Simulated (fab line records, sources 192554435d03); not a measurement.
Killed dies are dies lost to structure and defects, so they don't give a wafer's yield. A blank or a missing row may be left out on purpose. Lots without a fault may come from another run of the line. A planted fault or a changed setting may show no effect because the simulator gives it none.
Chamber matching | flow n5_finfet | N5_BEOL_M0_SAQP_MANDREL_ETCH_103 on rie_si-06: 4 sister chambers
The step etches a-Si in HBr/Cl2, stops on SiCN, target depth 45 nm, bt time 10 s, time 27 s. 4 wafers are shown with their chamber, then 9 later ones without.

WAFERS WITH THEIR CHAMBER
wafer  | chamber | drypump_motor_current_A (A)
L084.6 | 3       | 5.2
L086.1 | 1       | 6.3
L086.3 | 0       | 5.9
L086.5 | 2       | 5.7

WAFERS WITHOUT THEIR CHAMBER
wafer  | drypump_motor_current_A (A)
L091.1 | 5.2
L091.2 | 6.4
L091.3 | 5.8
L096.2 | 6.4
L096.4 | 5.8
L096.6 | 5.2
L097.1 | 5.7
L097.5 | 5.7
L097.6 | 6.3

WHICH CHAMBER EACH WENT THROUGH
wafer  | from the rows above     | in truth
L091.1 | 3                       | 3
L091.2 | 1                       | 1
L091.3 | can't be placed: 2 or 0 | 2
L096.2 | 1                       | 1
L096.4 | can't be placed: 2 or 0 | 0
L096.6 | 3                       | 3
L097.1 | 2                       | 2
L097.5 | 2                       | 2
L097.6 | 1                       | 1
Placed correctly: 7 of 9. Can't be placed from these rows: 2 (the true chamber is among the candidates in 2). Placed wrongly: 0.
How it was worked out, from the rows above alone: a wafer's distance from a chamber is the root of the sum, over the readings, of the square of ((its reading less the chamber's mean) divided by the reading's scatter). The wafer belongs to the nearest chamber; if the next one is less than 2 further off, it can't be placed. A chamber's mean is the mean of its shown wafers. The scatter: with one shown wafer a chamber, the root of the mean of the squares of how far each hidden wafer lies from its nearest shown one.
